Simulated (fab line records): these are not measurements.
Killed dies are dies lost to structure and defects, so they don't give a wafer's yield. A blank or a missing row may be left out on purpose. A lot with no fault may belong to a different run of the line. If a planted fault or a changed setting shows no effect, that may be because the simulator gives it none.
fab line records    flow n5-finfet
record: lots: 11  wafers: 33  last-day: 16
route steps=1938 shown BEOL_M1@813 MIM_BOT_ETCH@1867 PAD_METAL@1896 PASSIVATION@1910
lots untouched by any fault: they come from a run of this same line in which no faults occurred
start-h: start of the lot's first displayed wafer, in hours after the record's first day    wait-h: hours from the lot's prior step to this one    " repeats the value in the row above    L1.1+2: a single row standing in for several wafers    - no value, or no start given    * or withheld: withheld    < > ~ a bound
route shown NAME@n: a module of which the file shows steps, and the number in the route of the first    usual: average and standard deviation across the fault-free wafers    same: alike in all rows    chamber/n: place in a boat    sites: readings site by site    _std_site: standard deviation of those values    _edge_site: the outer-site mean with the inner-site mean subtracted    radius-mm: how far each site lies from the wafer's centre    mask NAME#n: copy n    behind: the tool/chamber that last shaped the wafer    hold: why the lot went on hold/how many hours it stayed there/how the hold came to an end    device: which transistor (n, p or np) failed to switch    end of line: tests run on the same wafers once the route is complete    for a step that has no rows: nothing shown but its recipe    killed: not the wafer's yield, but the dies lost to structure and defects at the first sort    map: a wafer's dies, x killed, . not, _ none there
set.NAME: the run value of the setting; set.NAME@STEP: its run value at that earlier step    model.NAME: the simulator's own value behind a step, which no gauge read
the route's steps for a sample of lots (tables are steps, rows are wafers)
services: a tool's chamber out of use, with start hour (start-h, from the record's first day; less than 0 if before it), hours out, and reason
== steps ==
step: N5_BEOL_M1_CVD_47
recipe: material: Co  target-thk-a: 30  temp-c: withheld  precursor: CCTBA/H2  pressure-torr: 30  time-s: 223.8
lot.wafer   tool       chamber  start-h  wait-h
L697.3+4+6  cvd-co-02  2,2,1    141.23   0.1
L698.1+2+4  cvd-co-02  2,0,2    141.52   0.3
L700.2+3+5  cvd-co-02  1,0,0    153.86   0.2
L701.1+2+6  cvd-co-02  1,2,1    157.19   0.3
L704.1+2+6  cvd-co-02  2,0,2    172.67   0.1
L705.1+2+5  cvd-co-01  0,2,1    179.54   0.0
L706.2+4+5  cvd-co-02  2,0,2    185.48   0.1
L708.1+4+5  cvd-co-01  0,2,0    201.24   0.1
L710.1+3+6  cvd-co-02  0,2,0    212.91   0.0
L715.1+5+6  cvd-co-02  0,0,1    238.62   0.1
L717.1+3+5  cvd-co-01  0,2,2    252.28   0.3
step: N5_MIM_BOT_ETCH_ETCH_03
recipe: chemistry: Cl2/BCl3  target-depth-a: 120  pressure-mtorr: 8  icp-w: 800  bias-w: 100  Cl2_flow_sccm: 20  bcl3-flow-sccm: 80
usual: chamber-pressure-mTorr: 7.999/0.0082  drypump-motor-current-A: 5.8/0.55  he-backside-leak-sccm: 3.42/0.19  oes-product-au: 0.79/0.092  throttle-valve-pct: 27.75/0.17
lot.wafer  tool          chamber  start-h  wait-h  chamber-pressure-mTorr  drypump-motor-current-A  he-backside-leak-sccm  oes-product-au  rf-hours-counter-h  throttle-valve-pct
L698.1     rie-metal-02  0        262.95   0.1     8.005                   5.5                      3.30                   0.63            116                 27.62
L698.2     "             1        "        "       7.991                   6.5                      3.32                   0.85            7                   27.96
L698.4     "             0        "        "       8.005                   5.5                      3.19                   0.63            -                   27.64
L697.3     rie-metal-01  0        265.40   0.1     8.014                   5.4                      3.57                   0.79            -                   27.66
L697.4     "             1        "        "       7.990                   5.5                      3.62                   0.65            -                   27.89
L697.6     "             1        "        "       8.012                   5.5                      3.58                   0.65            -                   27.88
L700.2     rie-metal-03  1        287.57   0.1     8.005                   6.6                      3.66                   0.75            48                  27.79
L700.3     "             0        "        "       7.997                   5.2                      3.33                   0.77            -                   27.76
L700.5     "             0        "        "       7.992                   5.2                      3.28                   0.77            -                   27.75
L701.1     rie-metal-01  1        290.13   0.1     8.003                   5.5                      3.52                   0.65            104                 27.89
L701.2     "             0        "        "       7.999                   5.4                      3.43                   0.78            42                  27.66
L701.6     "             1        "        "       7.988                   5.5                      3.56                   0.65            -                   27.88
L704.1     rie-metal-01  1        298.40   0.1     7.996                   5.5                      3.50                   0.65            105                 27.88
L704.2     "             0        "        "       7.982                   5.4                      3.41                   0.78            43                  27.67
L704.6     "             1        "        "       8.004                   5.5                      3.57                   0.65            -                   27.89
L705.1     rie-metal-03  1        302.37   0.1     8.007                   6.6                      3.72                   0.75            50                  27.79
L705.2     "             0        "        "       7.988                   5.2                      3.38                   0.77            39                  27.75
L705.5     "             0        "        "       7.990                   5.2                      3.42                   0.76            -                   27.75
L706.2     rie-metal-03  0        316.27   0.1     8.004                   5.2                      3.40                   0.77            40                  27.76
L706.4     "             1        "        "       7.988                   6.6                      3.70                   0.75            -                   27.80
L706.5     "             1        "        "       8.004                   6.6                      3.57                   0.75            -                   27.80
L708.1     rie-metal-01  0        323.57   0.1     7.996                   5.4                      3.69                   0.78            45                  27.68
L708.4     "             0        "        "       7.999                   5.4                      3.64                   0.77            -                   27.67
L708.5     "             0        "        "       7.998                   5.4                      3.61                   0.77            -                   27.67
L710.1     rie-metal-01  0        350.48   0.1     8.004                   5.4                      3.13                   0.78            47                  27.68
L710.3     "             0        "        "       7.994                   5.4                      3.23                   0.77            -                   27.69
L710.6     "             0        "        "       7.995                   5.4                      3.24                   0.77            -                   27.67
L715.1     rie-metal-01  1        372.89   0.1     7.983                   5.5                      3.25                   0.97            1                   27.19
L715.5     "             0        "        "       7.997                   5.4                      3.53                   0.76            -                   27.69
L715.6     "             1        "        "       8.017                   5.5                      3.48                   0.97            -                   27.19
L717.1     rie-metal-01  1        383.49   0.1     7.999                   5.5                      3.51                   0.95            2                   27.18
L717.3     "             1        "        "       8.016                   5.5                      3.47                   0.95            -                   27.18
L717.5     "             1        "        "       7.988                   5.5                      3.55                   0.95            -                   27.19
step: N5_PASSIVATION_AL_DEP_21
recipe: material: Al  target-thk-a: 28000  temp-c: 400  time-s: 170  power-w: 30000  chamber-pressure-pa: 0.4  gas: Ar
usual: chamber-pressure-pa: 0.4001/0.0008  throttle-valve-pct: 29.6/1
lot.wafer  tool            chamber  start-h  wait-h  chamber-pressure-pa  throttle-valve-pct
L698.1     pvd-sputter-02  -        266.70   0.1     0.3986               31.4
L698.2     "               -        "        "       0.3996               28.8
L698.4     "               -        "        "       0.4016               29.0
L697.3     pvd-sputter-02  -        271.82   0.1     0.4008               28.8
L697.4     "               -        "        "       0.4010               29.8
L697.6     "               -        "        "       0.3989               28.7
L700.2     pvd-sputter-02  -        290.15   0.1     0.3999               28.8
L700.3     "               -        "        "       0.3995               31.2
L700.5     "               -        "        "       0.3993               28.9
L701.1     pvd-sputter-02  -        293.19   0.1     0.4000               29.5
L701.2     "               -        "        "       0.4005               31.0
L701.6     "               -        "        "       0.4009               28.8
L704.1     pvd-sputter-01  -        300.89   0.1     0.4000               28.4
L704.2     "               -        "        "       0.4000               30.2
L704.6     "               -        "        "       0.3992               28.6
L705.1     pvd-sputter-01  -        304.95   0.1     0.4002               29.9
L705.2     "               -        "        "       0.3995               30.2
L705.5     "               -        "        "       0.3993               30.0
L706.2     pvd-sputter-03  -        319.08   0.1     0.4003               30.5
L706.4     "               -        "        "       0.4008               29.6
L706.5     "               -        "        "       0.4001               30.7
L708.1     pvd-sputter-02  -        326.59   0.1     0.4011               31.3
L708.4     "               -        "        "       0.4000               29.2
L708.5     "               -        "        "       0.4006               28.9
L710.1     pvd-sputter-03  -        353.88   0.1     0.4006               30.8
L710.3     "               -        "        "       0.4004               29.7
L710.6     "               -        "        "       0.4002               27.7
L715.1     pvd-sputter-03  -        375.41   0.1     0.3987               29.7
L715.5     "               -        "        "       0.3995               29.7
L715.6     "               -        "        "       0.4012               30.3
L717.1     pvd-sputter-03  -        387.67   0.1     0.4018               27.6
L717.3     "               -        "        "       0.4004               29.6
L717.5     "               -        "        "       0.4004               29.9
step: N5_PASSIVATION_ETCH_59
recipe: chemistry: Cl2/BCl3  target: TaN  target-depth-a: 650  time-s: 34.9  ion-energy-ev: 100  pressure-mtorr: 10  icp-w: 900  bias-w: 100  Cl2_flow_sccm: 60  bcl3-flow-sccm: 30
usual: chamber-pressure-mTorr: 10.000/0.0093  drypump-motor-current-A: 5.9/0.57  he-backside-leak-sccm: 3.38/0.2  oes-product-au: 0.78/0.094  throttle-valve-pct: 21.31/0.18
lot.wafer  tool          chamber  start-h  wait-h  chamber-pressure-mTorr  drypump-motor-current-A  he-backside-leak-sccm  oes-product-au  rf-hours-counter-h  throttle-valve-pct
L698.1     rie-metal-02  0        267.74   0.3     9.994                   5.5                      3.38                   0.63            117                 21.17
L698.2     "             1        "        "       9.993                   6.5                      3.22                   0.84            8                   21.50
L698.4     "             0        "        "       10.001                  5.5                      3.42                   0.63            -                   21.17
L697.3     rie-metal-02  0        272.90   0.2     9.993                   5.5                      3.39                   0.63            -                   21.17
L697.4     "             1        "        "       10.010                  6.4                      3.13                   0.85            -                   21.46
L697.6     "             1        "        "       10.001                  6.4                      3.15                   0.84            -                   21.48
L700.2     rie-metal-02  0        291.20   0.3     10.004                  5.5                      3.26                   0.63            120                 21.21
L700.3     "             1        "        "       10.001                  6.5                      3.29                   0.82            -                   21.48
L700.5     "             0        "        "       9.992                   5.5                      3.38                   0.62            -                   21.19
L701.1     rie-metal-02  1        294.36   0.3     9.989                   6.4                      3.36                   0.83            12                  21.49
L701.2     "             0        "        "       10.009                  5.5                      3.22                   0.62            121                 21.20
L701.6     "             1        "        "       10.004                  6.4                      3.22                   0.82            -                   21.49
L704.1     rie-metal-02  1        302.59   0.7     9.998                   6.4                      3.41                   0.82            13                  21.49
L704.2     "             1        "        "       10.012                  6.4                      3.29                   0.82            -                   21.48
L704.6     "             1        "        "       10.015                  6.4                      3.30                   0.82            -                   21.51
L705.1     rie-metal-02  1        306.52   0.7     10.002                  6.5                      3.37                   0.81            15                  21.49
L705.2     "             1        "        "       10.009                  6.4                      3.25                   0.81            -                   21.49
L705.5     "             1        "        "       10.009                  6.5                      3.20                   0.80            -                   21.49
L706.2     rie-metal-01  0        320.13   0.3     9.999                   5.4                      3.00                   0.78            45                  21.29
L706.4     "             0        "        "       10.004                  5.4                      3.46                   0.77            -                   21.27
L706.5     "             1        "        "       10.008                  5.5                      3.51                   0.65            -                   21.24
L708.1     rie-metal-03  1        330.12   0.3     10.019                  6.6                      3.73                   0.75            53                  21.36
L708.4     "             0        "        "       10.002                  5.2                      3.55                   0.75            -                   21.27
L708.5     "             0        "        "       10.018                  5.2                      3.65                   0.76            -                   21.25
L710.1     rie-metal-01  0        355.59   0.7     9.997                   5.4                      3.44                   0.77            49                  21.29
L710.3     "             0        "        "       10.005                  5.4                      3.21                   0.76            -                   21.29
L710.6     "             0        "        "       10.005                  5.4                      3.38                   0.76            -                   21.30
L715.1     rie-metal-02  1        376.58   0.3     10.006                  6.4                      3.29                   0.79            21                  21.51
L715.5     "             0        "        "       9.986                   5.5                      3.26                   0.97            -                   21.16
L715.6     "             1        "        "       9.988                   6.5                      3.30                   0.79            -                   21.52
L717.1     rie-metal-03  1        389.22   0.3     10.002                  6.6                      3.37                   0.73            59                  21.38
L717.3     "             0        "        "       10.006                  5.2                      3.43                   0.74            -                   21.27
L717.5     "             0        "        "       10.002                  5.2                      3.50                   0.74            -                   21.26
step: N5_PASSIVATION_PROBE_49
usual: defect-limited-yield: 91.4/1.6  killed_at_M0_to_M3: 31/11  killed_at_M4_up: 14/5.7  killed-at-contacts: 12/6  killed-at-front-end: 41/13  killed-at-other: 3.3/2.8  killed-dies: 101/19  killed-on-rim: 13/3.9  killed-open: 67/14  killed-short: 33/8.2  sort_bin_4_leakage: 0.0/0.37  sort_bin_5_function: 5.0/1.1  sort_bin_6_memory: 3.3/0.74  sort-n-pass: 1078/20  sort-yield-pct: 91.3/1.7
same: gross-dies: 1180  killed-at-back-side: 0  sort_bin_8_speed[%]: 0
lot.wafer  tool       chamber  start-h  wait-h  defect-limited-yield[%]  killed_at_M0_to_M3  killed_at_M4_up  killed-at-contacts  killed-at-front-end  killed-at-other  killed-dies  killed-on-rim  killed-open  killed-short  sort_bin_4_leakage[%]  sort_bin_5_function[%]  sort_bin_6_memory[%]  sort-n-pass  sort-yield-pct[%]
L710.1     prober-02  -        360.26   0.0     80.4                     167                 7                20                  32                   5                231          24             60           41            0                      11.9                    3.7                   949          80.4
L710.3     prober-02  -        360.36   0.1     80.0                     163                 11               21                  35                   6                236          15             54           35            0                      12.6                    3.7                   944          80.0
L710.6     prober-02  -        360.51   0.3     80.9                     160                 12               16                  30                   7                225          26             57           39            0.2                    11.7                    4.2                   953          80.8
L715.1     prober-01  -        380.87   0.0     82.5                     154                 9                9                   25                   9                206          26             59           21            0.3                    10.9                    3.9                   971          82.3
L715.5     prober-01  -        381.07   0.2     82.5                     154                 11               12                  26                   3                206          22             50           27            0                      11.0                    3.2                   974          82.5
L715.6     prober-01  -        381.12   0.3     84.8                     120                 15               7                   31                   6                179          32             53           28            0                      9.9                     3.4                   1001         84.8
killed by level:class
L710.1 BEOL_M1:unspecified=130 MOL_CONTACT_COAG:geometric-particle:open=17 BEOL_M0_SAQP:geometric-particle:open=10 BEOL_M0_SAQP:geometric-particle:short=10 FIN_SAQP:geometric-particle:short=9 FIN_SAQP:geometric-particle:open=6 STI_FIN_REVEAL:geometric-particle:open=6 BEOL_M2:geometric-particle:open=6
L710.3 BEOL_M1:unspecified=145 MOL_CONTACT_COAG:geometric-particle:open=15 FIN_SAQP:geometric-particle:short=11 MOL_CONTACT_COAG:geometric-particle:short=6 BEOL_M2:geometric-particle:open=5 FIN_SAQP:geometric-particle:open=5 SPACER0:geometric-particle:short=5 MIM_TOP:geometric-particle:open=5
L710.6 BEOL_M1:unspecified=127 MOL_CONTACT_COAG:geometric-particle:open=10 BEOL_M2:geometric-particle:open=10 BEOL_M1:geometric-particle:open=9 STI_FIN_REVEAL:geometric-particle:open=7 MOL_CONTACT_COAG:geometric-particle:short=6 BEOL_M0_SAQP:geometric-particle:short=5 BEOL_M5:geometric-particle:short=5
L715.1 BEOL_M1:unspecified=124 STI_FIN_REVEAL:geometric-particle:open=8 BEOL_M2:geometric-particle:open=8 MOL_CONTACT_COAG:geometric-particle:open=7 BEOL_M3:geometric-particle:open=7 BEOL_M4:geometric-particle:open=5 BEOL_M1:geometric-particle:open=4 BEOL_M0_SAQP:geometric-particle:open=4
L715.5 BEOL_M1:unspecified=127 MOL_CONTACT_COAG:geometric-particle:open=9 BEOL_M2:geometric-particle:open=8 FIN_SAQP:geometric-particle:open=7 BEOL_M3:geometric-particle:open=5 BEOL_M4:geometric-particle:open=4 DUMMY_GATE:geometric-particle:open=3 ILD0:geometric-particle:short=3
L715.6 BEOL_M1:unspecified=97 BEOL_M3:geometric-particle:open=10 BEOL_M4:geometric-particle:open=7 GATE_CUT:geometric-particle:open=6 MOL_CONTACT_COAG:geometric-particle:open=6 STI_FIN_REVEAL:geometric-particle:short=4 BEOL_M0_SAQP:geometric-particle:short=4 STARTING-WAFER:geometric-particle:open=4
== services ==
tool            chamber  start-h  hours  kind
cvd-co-02       0        123.49   17.2   repair
rie-metal-02    1        166.71   -      clean
cvd-co-02       0        174.69   6.3    repair
rie-metal-02    -        177.63   0.5    repair
rie-metal-01    -        195.47   1.3    repair
cvd-co-01       -        219.58   0.3    repair
cvd-co-02       -        221.99   6.9    pm
cvd-co-02       -        264.23   0.8    repair
cvd-co-01       -        302.40   1.6    repair
cvd-co-01       -        318.16   0.5    repair
rie-metal-02    -        318.75   1.4    pm
pvd-sputter-02  -        335.77   2.8    repair
cvd-co-02       -        339.90   14.6   pm
pvd-sputter-01  -        342.33   3.2    repair
rie-metal-01    1        347.80   -      clean
rie-metal-01    1        347.80   16.4   scheduled-down
rie-metal-01    1        347.80   16.4   vent-cycle
rie-metal-03    -        358.64   0.6    repair
pvd-sputter-02  -        362.69   0.6    repair
cvd-co-02       0        365.06   10.5   repair
cvd-co-01       -        366.11   0.6    repair
cvd-co-01       0        376.37   16.8   repair
cvd-co-01       1        381.58   5.9    repair
pvd-sputter-01  -        383.35   4.8    repair
== key ==
first-sign: step: N5_PASSIVATION_PROBE_49  reading: killed_at_M0_to_M3  direction: up  sigmas: 11  usual: 31  struck: 153
effect: step: N5_PASSIVATION_PROBE_49  reading: defect-limited-yield  direction: down  sigmas: 5.9  usual: 91.4  struck: 81.9
more-kills-born-at: N5_BEOL_M1_CVD_47@cvd-co-02: 750
met-at N5_BEOL_M1_CVD_47
struck-lots L710,L715
not-acting-at N5_MIM_BOT_ETCH_ETCH_03,N5_PASSIVATION_AL_DEP_21,N5_PASSIVATION_ETCH_59
onset-between 185.48 212.91
fault: kind: chamber-particle-source  tool: cvd-co-02  chamber: -  onset-h: 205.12  steps: N5_BEOL_M1_CVD_47  rate-per-visit-cm2: 1.4964  end-h: 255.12
